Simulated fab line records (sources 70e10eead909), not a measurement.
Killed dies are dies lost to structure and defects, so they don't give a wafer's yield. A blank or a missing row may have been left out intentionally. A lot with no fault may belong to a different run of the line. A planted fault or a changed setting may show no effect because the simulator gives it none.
Chamber matching + flow nand_harc + 4 sister chambers for NHARC_A_BONDPAD_STRIP_15 on rie_diel-10
The step strips in O2. 33 wafers are shown with their chamber, then 12 later ones without.

WAFERS WITH THEIR CHAMBER
| wafer  | chamber | showerhead_plenum_p_Torr (Torr) | drypump_motor_current_A (A) | oes_product_au (a.u.) |
|--------|---------|---------------------------------|-----------------------------|-----------------------|
| L075.1 | 0       | 3.50                            | 5.7                         | 0.992                 |
| L075.2 | 1       | 3.59                            | 5.8                         | 0.999                 |
| L075.4 | 3       | 3.62                            | 5.6                         | 0.994                 |
| L074.1 | 2       | 3.63                            | 5.5                         | 1.001                 |
| L074.5 | 1       | 3.59                            | 5.8                         | 1.003                 |
| L074.6 | 0       | 3.49                            | 5.7                         | 0.993                 |
| L076.3 | 3       | 3.62                            | 5.6                         | 1.007                 |
| L076.4 | 1       | 3.59                            | 5.8                         | 1.019                 |
| L076.5 | 0       | 3.49                            | 5.7                         | 1.000                 |
| L080.3 | 0       | 3.49                            | 5.7                         | 0.999                 |
| L080.5 | 2       | 3.63                            | 5.5                         | 0.994                 |
| L080.6 | 3       | 3.62                            | 5.6                         | 1.004                 |
| L078.2 | 2       | 3.63                            | 5.5                         | 1.003                 |
| L078.4 | 0       | 3.49                            | 5.7                         | 1.022                 |
| L078.5 | 3       | 3.62                            | 5.6                         | 1.009                 |
| L083.1 | 0       | 3.49                            | 5.7                         | 0.999                 |
| L083.2 | 3       | 3.62                            | 5.6                         | 1.003                 |
| L083.5 | 2       | 3.63                            | 5.5                         | 0.991                 |
| L086.2 | 2       | 3.63                            | 5.5                         | 1.006                 |
| L086.3 | 0       | 3.49                            | 5.7                         | 1.010                 |
| L086.4 | 3       | 3.62                            | 5.6                         | 1.012                 |
| L085.1 | 1       | 3.59                            | 5.8                         | 1.004                 |
| L085.3 | 2       | 3.63                            | 5.5                         | 0.990                 |
| L085.4 | 0       | 3.49                            | 5.7                         | 1.009                 |
| L084.1 | 0       | 3.49                            | 5.7                         | 1.017                 |
| L084.2 | 3       | 3.62                            | 5.6                         | 1.002                 |
| L084.5 | 1       | 3.59                            | 5.8                         | 1.004                 |
| L088.2 | 2       | 3.63                            | 5.5                         | 0.994                 |
| L088.3 | 0       | 3.49                            | 5.8                         | 0.987                 |
| L088.6 | 2       | 3.63                            | 5.5                         | 0.992                 |
| L092.2 | 1       | 3.59                            | 5.8                         | 0.998                 |
| L092.4 | 0       | 3.49                            | 5.7                         | 0.994                 |
| L092.5 | 2       | 3.63                            | 5.5                         | 0.995                 |

SIGNATURES (means of the wafers above)
| reading                  | chamber 0 | chamber 1 | chamber 2 | chamber 3 | scatter within a chamber |
|--------------------------|-----------|-----------|-----------|-----------|--------------------------|
| showerhead_plenum_p_Torr | 3.4909    | 3.5900    | 3.6300    | 3.6200    | 0.00177                  |
| drypump_motor_current_A  | 5.709     | 5.800     | 5.500     | 5.600     | 0.0177                   |
| oes_product_au           | 1.00200   | 1.00450   | 0.99622   | 1.00443   | 0.00826                  |
Rule: a wafer's distance from a chamber is the root of the sum, over the readings, of the square of ((its reading less the chamber's mean) divided by the reading's scatter). If the next closest chamber is less than 2 further off than the closest, the wafer can't be placed; otherwise it belongs to the closest. The scatter is the square root of a quotient: the sum, over the shown wafers, of each reading's squared deviation from its chamber's mean, divided by wafers minus chambers.

WAFERS WHOSE CHAMBER IS MISSING
| wafer  | showerhead_plenum_p_Torr (Torr) | drypump_motor_current_A (A) | oes_product_au (a.u.) |
|--------|---------------------------------|-----------------------------|-----------------------|
| L089.2 | 3.61                            | 5.6                         | 0.994                 |
| L089.4 | 3.49                            | 5.7                         | 1.003                 |
| L089.5 | 3.49                            | 5.7                         | 1.003                 |
| L090.2 | 3.63                            | 5.5                         | 0.989                 |
| L090.3 | 3.49                            | 5.7                         | 0.998                 |
| L090.6 | 3.49                            | 5.7                         | 1.004                 |
| L091.3 | 3.59                            | 5.8                         | 0.997                 |
| L091.4 | 3.49                            | 5.7                         | 0.994                 |
| L091.6 | 3.61                            | 5.6                         | 0.993                 |
| L096.1 | 3.61                            | 5.6                         | 0.992                 |
| L096.4 | 3.49                            | 5.7                         | 0.992                 |
| L096.6 | 3.63                            | 5.4                         | 1.003                 |

WHICH CHAMBER EACH ONE RAN IN
| wafer  | from the rows above | in truth |
|--------|---------------------|----------|
| L089.2 | 3                   | 3        |
| L089.4 | 0                   | 0        |
| L089.5 | 0                   | 0        |
| L090.2 | 2                   | 2        |
| L090.3 | 0                   | 0        |
| L090.6 | 0                   | 0        |
| L091.3 | 1                   | 1        |
| L091.4 | 0                   | 0        |
| L091.6 | 3                   | 3        |
| L096.1 | 3                   | 3        |
| L096.4 | 0                   | 0        |
| L096.6 | 2                   | 2        |
Correct placement for 12 of the 12. Number that these rows cannot place: 0. Placed wrongly: 0.
